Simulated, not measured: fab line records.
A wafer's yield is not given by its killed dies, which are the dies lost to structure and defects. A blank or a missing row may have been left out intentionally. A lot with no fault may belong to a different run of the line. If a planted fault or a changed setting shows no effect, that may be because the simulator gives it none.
Which tool did it? + flow n5_finfet + 15 lots, 45 wafers sampled, at 3 steps of a route of 1938

## WHAT THE GAUGES READ, wafer by wafer
N5_BEOL_M2_CD_MEAS_18: pitch 36 nm, target cd 18 nm. Usual: cd_nm at 18.1 nm, with a standard deviation of 0.32.
| lot  | measured     | on        | cd_nm (nm)     | flag |
|------|--------------|-----------|----------------|------|
| L181 | day 6 17:07  | cd_sem-03 | 17.8 17.7 17.7 |      |
| L182 | day 7 06:09  | cd_sem-03 | 18.3 18.8 18.3 |      |
| L183 | day 7 14:13  | cd_sem-02 | 17.7 18.4 17.9 |      |
| L185 | day 8 00:26  | cd_sem-01 | 18.4 18.3 18.9 |      |
| L186 | day 8 12:31  | cd_sem-03 | 17.8 18.2 18.1 |      |
| L187 | day 8 16:06  | cd_sem-02 | 18.0 17.8 17.9 |      |
| L188 | day 8 20:04  | cd_sem-01 | 18.3 18.1 18.3 |      |
| L194 | day 10 02:00 | cd_sem-02 | 17.5 17.7 18.2 |      |
| L196 | day 10 19:57 | cd_sem-01 | 17.3 17.6 18.4 |      |
| L195 | day 10 22:28 | cd_sem-01 | 18.4 18.0 18.3 |      |
| L197 | day 11 01:40 | cd_sem-01 | 18.0 17.5 18.1 |      |
| L198 | day 11 20:59 | cd_sem-01 | 18.2 18.8 18.4 |      |
| L200 | day 11 23:28 | cd_sem-03 | 18.0 18.9 18.5 |      |
| L201 | day 12 04:40 | cd_sem-02 | 17.7 18.3 18.2 |      |
| L202 | day 12 06:19 | cd_sem-02 | 18.1 18.3 18.2 |      |

N5_BEOL_M2_OVL_MEAS_29. Usual: V1_OVL gives -0.1 nm (standard deviation 0.63).
| lot  | measured     | on         | V1_OVL (nm)    | flag |
|------|--------------|------------|----------------|------|
| L181 | day 6 17:36  | overlay-02 | 0.5 -0.6 -0.5  |      |
| L182 | day 7 06:38  | overlay-02 | -1.1 -1.1 -0.5 |      |
| L183 | day 7 14:43  | overlay-02 | 0.1 -0.2 0.3   |      |
| L185 | day 8 00:47  | overlay-02 | 0.5 0.8 0.5    |      |
| L186 | day 8 13:00  | overlay-01 | - - -          | OFF  |
| L187 | day 8 16:35  | overlay-02 | - - -          | OFF  |
| L188 | day 8 20:33  | overlay-02 | - - -          | OFF  |
| L194 | day 10 02:29 | overlay-01 | 0.1 0.1 -1.1   |      |
| L196 | day 10 20:19 | overlay-01 | 0.1 0.1 0.1    |      |
| L195 | day 10 22:57 | overlay-01 | -0.9 -0.4 0.0  |      |
| L197 | day 11 02:01 | overlay-02 | -0.1 0.4 -0.5  |      |
| L198 | day 11 21:21 | overlay-01 | 0.1 -0.3 0.4   |      |
| L200 | day 11 23:49 | overlay-01 | -0.4 -1.8 -0.9 |      |
| L201 | day 12 05:08 | overlay-02 | -0.7 0.2 -0.4  |      |
| L202 | day 12 06:47 | overlay-02 | -0.2 -0.7 0.5  |      |

## EACH LOT AND THE TOOL THAT RAN IT (in order: tool; ch and the chambers of the sampled wafers; start)
| lot  | N5_BEOL_M2_EXPOSE_25              |
|------|-----------------------------------|
| L181 | euv_scanner-02 ch 0, day 6 17:25  |
| L182 | euv_scanner-01 ch 0, day 7 06:28  |
| L183 | euv_scanner-02 ch 0, day 7 14:32  |
| L185 | euv_scanner-02 ch 0, day 8 00:37  |
| L186 | euv_scanner-01, day 8 12:50       |
| L187 | euv_scanner-02, day 8 16:25       |
| L188 | euv_scanner-01, day 8 20:22       |
| L194 | euv_scanner-02 ch 0, day 10 02:19 |
| L196 | euv_scanner-01 ch 0, day 10 20:09 |
| L195 | euv_scanner-02 ch 0, day 10 22:47 |
| L197 | euv_scanner-02 ch 0, day 11 01:50 |
| L198 | euv_scanner-02 ch 0, day 11 21:11 |
| L200 | euv_scanner-02 ch 0, day 11 23:38 |
| L201 | euv_scanner-02 ch 0, day 12 04:58 |
| L202 | euv_scanner-01 ch 0, day 12 06:36 |
- N5_BEOL_M2_EXPOSE_25: exposes mask V1, defocus 5 nm.

## WHAT THE TOOLS THEMSELVES READ (means of the sampled wafers that have a number; where no wafer has one, the mark that the record gives instead)
N5_BEOL_M2_EXPOSE_25. Usual: exposure_dose_mJ_cm2 at 62.99, with a standard deviation of 0.069.
| lot  | tool           | exposure_dose_mJ_cm2 | flag |
|------|----------------|----------------------|------|
| L181 | euv_scanner-02 | 63.03                |      |
| L182 | euv_scanner-01 | 63.01                |      |
| L183 | euv_scanner-02 | 63.05                |      |
| L185 | euv_scanner-02 | 63.00                |      |
| L186 | euv_scanner-01 | -                    | OFF  |
| L187 | euv_scanner-02 | -                    | OFF  |
| L188 | euv_scanner-01 | -                    | OFF  |
| L194 | euv_scanner-02 | 63.05                |      |
| L196 | euv_scanner-01 | 62.94                |      |
| L195 | euv_scanner-02 | 63.13                |      |
| L197 | euv_scanner-02 | 63.05                |      |
| L198 | euv_scanner-02 | 62.98                |      |
| L200 | euv_scanner-02 | 62.92                |      |
| L201 | euv_scanner-02 | 63.12                |      |
| L202 | euv_scanner-01 | 62.93                |      |

## THE ANSWER, worked out from the rows above alone
Rule: a lot is off if the mean of its wafers that have a number lies more than 3 standard deviations from the usual mean. Also off: a lot with no number at a reading for which 4 or more lots have one. The other lots that the step has rows for count as sound. First the gauges in route order, then the tools' own readings, where a lot's mean is used as printed above. At the first step where some lot is off, the reading lying furthest off is the one used; lots without a number count as furthest.
Off: at N5_BEOL_M2_OVL_MEAS_29 (V1_OVL), L186, L187, L188. Without a number there: L186, L187, L188.
A tool fits if, at a process step before that reading, it ran every lot that is off, and no sound lot after the first of them. Not tried: the gauges at N5_BEOL_M2_OVL_MEAS_29; whatever is off there is also off at N5_BEOL_M2_EXPOSE_25, on other tools, and gauge error can't account for it. No candidate that was tried fits.

## WHAT HAD BEEN PUT IN BY THE SIMULATOR
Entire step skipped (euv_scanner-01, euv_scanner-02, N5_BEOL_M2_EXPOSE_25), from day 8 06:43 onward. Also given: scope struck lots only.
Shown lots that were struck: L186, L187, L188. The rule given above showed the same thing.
